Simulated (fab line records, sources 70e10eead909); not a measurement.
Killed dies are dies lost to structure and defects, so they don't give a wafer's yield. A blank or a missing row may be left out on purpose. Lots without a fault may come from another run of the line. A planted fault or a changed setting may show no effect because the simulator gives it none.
Which tool did it? | flow nand_harc | 12 lots, 36 wafers sampled, at 5 steps of a route of 1302

WHAT THE GAUGES READ, wafer by wafer
NHARC_END_SORT_01.
lot  | measured     | on        | killed_at_array | killed_at_other | killed_at_periphery | killed_dies | killed_open | killed_short
L277 | day 28 09:01 | prober-02 | 33 28 32        | 3 3 1           | 0 1 2               | 36 32 35    | 2 4 3       | 4 2 3
L280 | day 29 16:34 | prober-01 | 65 673 78       | 0 0 1           | 4 4 11              | 69 677 90   | 7 1 2       | 3 2 4
L282 | day 31 04:09 | prober-01 | 64 62 673       | 1 0 1           | 3 6 3               | 68 68 677   | 5 2 4       | 4 0 4

WHICH TOOL RAN EACH LOT (tool, then ch and the chambers of the sampled wafers, then the start)
lot  | NHARC_A_STAIRCASE_ETCHBACK_422     | NHARC_A_STAIRCASE_CMP_472     | NHARC_A_SGD_CUT_ETCH_58            | NHARC_A_SLIT_DEP_00
L269 | rie_diel-13 ch 0,1,2, day 19 18:35 | cmp-01 ch 0,2,3, day 19 22:05 | rie_diel-09 ch 1,2,3, day 19 23:26 | acl_dep-03 ch 0, day 20 07:32
L270 | rie_diel-06 ch 0,1,2, day 20 00:38 | cmp-01 ch 0,1,3, day 20 01:43 | rie_diel-07 ch 0,1, day 20 03:05   | acl_dep-01 ch 0, day 20 13:07
L275 | rie_diel-01 ch 1,3, day 21 14:50   | cmp-01 ch 0,2,3, day 21 15:59 | rie_diel-07 ch 0,2,3, day 21 17:15 | acl_dep-01 ch 0, day 22 05:50
L277 | rie_diel-13 ch 0,1,2, day 22 10:00 | cmp-04 ch 1,2,3, day 22 10:56 | rie_diel-09 ch 0,1, day 22 12:10   | acl_dep-01 ch 0, day 22 19:55
L278 | rie_diel-13 ch 1,2,3, day 22 10:35 | cmp-03 ch 1,2, day 22 11:28   | rie_diel-02 ch 0,1,2, day 22 12:53 | acl_dep-02 ch 0, day 22 19:36
L280 | rie_diel-13 ch 1,2,3, day 23 19:40 | cmp-04 ch 0,2,3, day 23 20:34 | rie_diel-02 ch 0,1,2, day 23 21:58 | acl_dep-03 ch 0, day 24 09:18
L282 | rie_diel-01 ch 1,2, day 24 01:14   | cmp-04 ch 0,2, day 24 02:10   | rie_diel-02 ch 0,2,3, day 24 03:25 | acl_dep-03 ch 0, day 25 04:43
L285 | rie_diel-13 ch 0,3, day 25 16:46   | cmp-04 ch 0,2, day 25 17:45   | rie_diel-09 ch 1,2,3, day 25 19:02 | acl_dep-03 ch 0, day 26 03:28
L288 | rie_diel-01 ch 0,1,3, day 26 19:59 | cmp-04 ch 0,3, day 26 20:52   | rie_diel-02 ch 1,2, day 26 22:09   | acl_dep-01 ch 0, day 27 07:12
L290 | rie_diel-13 ch 1,2,3, day 28 18:18 | cmp-03 ch 1,2,3, day 28 19:39 | rie_diel-07 ch 0,1, day 28 21:01   | acl_dep-01 ch 0, day 29 10:47
L292 | rie_diel-13 ch 0,3, day 28 18:20   | cmp-01 ch 0,2, day 28 19:37   | rie_diel-02 ch 1,3, day 28 21:10   | acl_dep-02 ch 0, day 29 08:23
L291 | rie_diel-01 ch 0,1,2, day 28 21:35 | cmp-03 ch 1,3, day 28 22:39   | rie_diel-02 ch 0,1,3, day 29 00:05 | acl_dep-02 ch 0, day 29 14:35
- NHARC_A_STAIRCASE_ETCHBACK_422: etches the open film in CH3F/O2, target depth 40 nm, time 74.286 s.
- NHARC_A_STAIRCASE_CMP_472: polishes SiO2.
- NHARC_A_SGD_CUT_ETCH_58: etches the open film in CF4, target depth 39 nm, time 65 s.
- NHARC_A_SLIT_DEP_00: deposits aC, target thk 6200 nm.

WHAT THE TOOLS THEMSELVES READ (means of the sampled wafers that have a number; where no wafer has one, the mark that the record gives instead)
NHARC_A_STAIRCASE_ETCHBACK_422.
lot  | tool        | drypump_motor_current_A (A) | oes_product_au (a.u.) | rf_vpp_V (V) | showerhead_plenum_p_Torr (Torr) | throttle_valve_pct (%)
L269 | rie_diel-13 | 5.8                         | 0.93                  | 245.6        | 2.51                            | 20.662
L270 | rie_diel-06 | 5.9                         | 0.93                  | 243.6        | 2.39                            | 20.660
L275 | rie_diel-01 | 6.2                         | 0.93                  | 242.8        | 2.34                            | 20.665
L277 | rie_diel-13 | 5.7                         | 0.92                  | 245.6        | 2.50                            | 20.675
L278 | rie_diel-13 | 6.0                         | 1.00                  | 244.5        | 2.47                            | 20.667
L280 | rie_diel-13 | 6.0                         | 1.01                  | 244.0        | 2.47                            | 20.663
L282 | rie_diel-01 | 5.7                         | 1.00                  | 243.1        | 2.38                            | 20.666
L285 | rie_diel-13 | 6.0                         | 1.01                  | 246.2        | 2.55                            | 20.666
L288 | rie_diel-01 | 5.8                         | 0.92                  | 245.8        | 2.53                            | 20.672
L290 | rie_diel-13 | 6.0                         | 0.97                  | 244.4        | 2.45                            | 20.666
L292 | rie_diel-13 | 6.0                         | 0.92                  | 245.3        | 2.54                            | 20.655
L291 | rie_diel-01 | 5.6                         | 0.92                  | 246.1        | 2.60                            | 20.661

NHARC_A_STAIRCASE_CMP_472.
lot  | tool   | motor_current_A (A) | slurry_flow_ml_min
L269 | cmp-01 | 11.0                | 150.1
L270 | cmp-01 | 11.4                | 150.5
L275 | cmp-01 | 11.0                | 150.2
L277 | cmp-04 | 11.8                | 149.8
L278 | cmp-03 | 12.5                | 150.2
L280 | cmp-04 | 12.5                | 150.4
L282 | cmp-04 | 12.6                | 150.4
L285 | cmp-04 | 12.3                | 149.8
L288 | cmp-04 | 12.7                | 150.2
L290 | cmp-03 | 13.2                | 150.2
L292 | cmp-01 | 10.6                | 149.9
L291 | cmp-03 | 12.8                | 150.6

NHARC_A_SGD_CUT_ETCH_58.
lot  | tool        | drypump_motor_current_A (A) | oes_product_au (a.u.) | rf_vpp_V (V) | showerhead_plenum_p_Torr (Torr) | throttle_valve_pct (%)
L269 | rie_diel-09 | 6.1                         | 0.997                 | 150.5        | 1.72                            | 13.282
L270 | rie_diel-07 | 5.9                         | 1.005                 | 150.3        | 1.74                            | 13.285
L275 | rie_diel-07 | 5.5                         | 0.999                 | 151.9        | 1.75                            | 13.280
L277 | rie_diel-09 | 6.0                         | 1.003                 | 151.6        | 1.79                            | 13.288
L278 | rie_diel-02 | 5.6                         | 1.000                 | 150.9        | 1.75                            | 13.283
L280 | rie_diel-02 | 5.6                         | 0.931                 | 150.9        | 1.75                            | 13.290
L282 | rie_diel-02 | 5.9                         | 0.930                 | 150.4        | 1.71                            | 13.275
L285 | rie_diel-09 | 6.1                         | 1.004                 | 150.6        | 1.72                            | 13.287
L288 | rie_diel-02 | 5.5                         | 0.986                 | 152.4        | 1.78                            | 13.285
L290 | rie_diel-07 | 6.2                         | 0.996                 | 151.2        | 1.74                            | 13.285
L292 | rie_diel-02 | 5.5                         | 0.994                 | 151.3        | 1.77                            | 13.279
L291 | rie_diel-02 | 5.6                         | 0.998                 | 151.2        | 1.74                            | 13.289

NHARC_A_SLIT_DEP_00.
lot  | tool       | throttle_valve_pct (%)
L269 | acl_dep-03 | 34.999
L270 | acl_dep-01 | 34.994
L275 | acl_dep-01 | 35.002
L277 | acl_dep-01 | 34.997
L278 | acl_dep-02 | 34.997
L280 | acl_dep-03 | 35.002
L282 | acl_dep-03 | 34.996
L285 | acl_dep-03 | 34.997
L288 | acl_dep-01 | 34.998
L290 | acl_dep-01 | 34.996
L292 | acl_dep-02 | 34.998
L291 | acl_dep-02 | 35.000

THE ANSWER, worked out from the rows above alone
Rule: what is usual is taken from the lots themselves. Put in order of their means at a reading, lots are off if they are a third of the lots or fewer, leave a main group of 4 or more, and stand apart from it by a gap of 3 or more times the standard deviation of the main group's means; of several such gaps the widest counts. A main group whose means are all the same, to the digits that the tables above print for the reading, isn't used. A lot without any number at a reading at which 4 lots or more have one is off too. The other lots that the step has rows for count as sound. The gauges are gone through in route order, then the tools' own readings, and for those a lot's mean is taken as printed above. The first step at which some lot is off is used, and at that step the reading that is off furthest; a lot without a number counts as furthest.
Off: L280, L282, at NHARC_A_SGD_CUT_ETCH_58 (oes_product_au). The main group: mean 0.998 a.u., standard deviation 0.0053.
A tool fits if, at that step or a process step before it, it ran every lot that is off, and no sound lot after the first of them. None of those tried fits.

WHAT THE SIMULATOR HAD PUT IN
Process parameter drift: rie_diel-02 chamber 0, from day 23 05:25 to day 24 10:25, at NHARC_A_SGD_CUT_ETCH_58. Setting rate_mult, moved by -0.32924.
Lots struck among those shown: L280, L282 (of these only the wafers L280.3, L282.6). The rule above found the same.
